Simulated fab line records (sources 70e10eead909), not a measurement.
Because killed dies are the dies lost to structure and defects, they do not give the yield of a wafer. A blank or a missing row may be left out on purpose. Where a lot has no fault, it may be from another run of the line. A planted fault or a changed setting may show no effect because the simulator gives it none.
Chamber matching || flow nand_harc || rie_diel-07 running NHARC_A_CHANNEL_HOLE_D1_DESCUM_15: 4 sister chambers
The step chemistry O2, time 3 s. 4 wafers are shown with their chamber, then 10 later ones without.

## EACH WAFER AND ITS CHAMBER
{"wafer": "L079.2", "chamber": 3, "drypump_motor_current_A (A)": 6.5}
{"wafer": "L079.6", "chamber": 2, "drypump_motor_current_A (A)": 6.4}
{"wafer": "L088.1", "chamber": 1, "drypump_motor_current_A (A)": 5.5}
{"wafer": "L088.3", "chamber": 0, "drypump_motor_current_A (A)": 6.2}

## WAFERS WITHOUT THEIR CHAMBER
{"wafer": "L088.4", "drypump_motor_current_A (A)": 6.5}
{"wafer": "L087.2", "drypump_motor_current_A (A)": 6.4}
{"wafer": "L087.3", "drypump_motor_current_A (A)": 6.5}
{"wafer": "L087.4", "drypump_motor_current_A (A)": 6.1}
{"wafer": "L091.1", "drypump_motor_current_A (A)": 6.5}
{"wafer": "L091.4", "drypump_motor_current_A (A)": 5.5}
{"wafer": "L091.5", "drypump_motor_current_A (A)": 6.5}
{"wafer": "L093.1", "drypump_motor_current_A (A)": 6.2}
{"wafer": "L093.3", "drypump_motor_current_A (A)": 5.5}
{"wafer": "L093.4", "drypump_motor_current_A (A)": 6.5}

## EACH ONE'S CHAMBER
{"wafer": "L088.4", "from the rows above": 3, "in truth": 3}
{"wafer": "L087.2", "from the rows above": 2, "in truth": 2}
{"wafer": "L087.3", "from the rows above": 3, "in truth": 3}
{"wafer": "L087.4", "from the rows above": 0, "in truth": 0}
{"wafer": "L091.1", "from the rows above": 3, "in truth": 3}
{"wafer": "L091.4", "from the rows above": 1, "in truth": 1}
{"wafer": "L091.5", "from the rows above": 3, "in truth": 3}
{"wafer": "L093.1", "from the rows above": 0, "in truth": 0}
{"wafer": "L093.3", "from the rows above": 1, "in truth": 1}
{"wafer": "L093.4", "from the rows above": 3, "in truth": 3}
Correctly placed: 10 of 10. Can't be placed from these rows: 0. 0 placed wrongly.
How it was worked out, from the rows above alone: a wafer's distance from a chamber is the root of the sum, over the readings, of the square of ((its reading less the chamber's mean) divided by the reading's scatter). If the next closest chamber is less than 2 further off than the closest, the wafer can't be placed; otherwise it belongs to the closest. The mean given for a chamber averages the wafers shown for that chamber. The scatter (one wafer shown for each chamber): square how far every hidden wafer sits from the nearest shown wafer, average those squares and take the square root.
